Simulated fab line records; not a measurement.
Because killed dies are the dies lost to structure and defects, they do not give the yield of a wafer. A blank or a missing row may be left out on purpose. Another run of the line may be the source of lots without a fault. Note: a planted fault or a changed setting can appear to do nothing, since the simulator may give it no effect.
8D (eight disciplines) problem report, filled in by code + flow n5_finfet + the parts of the form that need people (team, actions taken, sign-off) are left out

1. THE ISSUE
Wafers without a fault read 62.80, standard deviation 0.081; exposure_dose_mJ_cm2 at N5_BEOL_M3_EXPOSE_25 reads a mean of 64.08 on 9 wafers belonging to 3 lots. Measured from the usual mean, that is +16 standard deviations.
The step: exposes mask V2, defocus 5 nm.
Seen first at day 12 02:09 on euv_scanner-01, wafer L893.1. The record has a number at this step for 28 wafers belonging to 10 lots. The rule behind "out" and "out of limits": a value lying over 4 standard deviations away from the usual mean. The rest of the wafers with a number are treated as sound.

2. WHAT IT IS AND WHAT IT IS NOT
| question                    | is                     | is not                                                              |
|-----------------------------|------------------------|---------------------------------------------------------------------|
| which readings at this step | exposure_dose_mJ_cm2   | stage_msd_nm                                                        |
| which lots                  | L893, L894, L896       | L877, L881, L885, L886, L887, L888, L898                            |
| which wafers of those lots  | all that have a number | -                                                                   |
| read on which tools         | euv_scanner-01         | euv_scanner-02                                                      |
| when                        | from day 12 02:09      | up to then (16 sound wafers); but 3 sound wafers of L898 came after |

3. THE SUSPECTS, EACH WITH WHAT RULES IT OUT
Counting: a tool at any process step up to the reading remains a suspect when it ran all the lots that are out and ran no sound lot after the first of those.
- euv_scanner-01 at N5_BEOL_M3_EXPOSE_25 (exposes mask V2, defocus 5 nm): kept. It processed each lot that is out, first L893 at day 12 02:09, and no sound lot thereafter; up to then, the last sound lot it processed was L886 at day 9 20:52. On those wafers its own readings are out: exposure_dose_mJ_cm2.
Left after counting: euv_scanner-01 at N5_BEOL_M3_EXPOSE_25.

4. THE CAUSE (what the simulator had put in)
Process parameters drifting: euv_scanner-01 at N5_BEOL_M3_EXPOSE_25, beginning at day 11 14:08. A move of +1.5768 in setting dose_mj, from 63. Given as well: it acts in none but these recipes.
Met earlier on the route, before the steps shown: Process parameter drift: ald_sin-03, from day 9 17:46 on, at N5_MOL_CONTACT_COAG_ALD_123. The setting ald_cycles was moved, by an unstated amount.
This tool alone remained once counting was done.

5. SEQUENCE OF EFFECTS, ordered by route
One row per reading whose mean, taken over the struck wafers that have a number, lies over 3 standard deviations from the usual. Only readings for which the record gives a usual standard deviation are gone through. hours: the time from each lot's start at the first step in this table that gives one to its start at this step, as a median over the lots. sigmas: the change in usual standard deviations.
| hours | step                 | reading              | usual | on struck wafers | change | sigmas |
|-------|----------------------|----------------------|-------|------------------|--------|--------|
| 0     | N5_BEOL_M3_EXPOSE_25 | exposure_dose_mJ_cm2 | 62.80 | 64.08            | +1.28  | +16    |
The process steps in it:
- N5_BEOL_M3_EXPOSE_25: exposes mask V2, defocus 5 nm.
At these later measuring or inspecting steps, every struck wafer for which the step has a row has a number for every such reading, and none has moved that far: N5_BEOL_M4_RC_MEAS_101.

6. WHAT WOULD HAVE CAUGHT IT SOONER
The fault began at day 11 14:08; the first out-of-limits reading in this record came at day 12 02:09, 12 hours later.
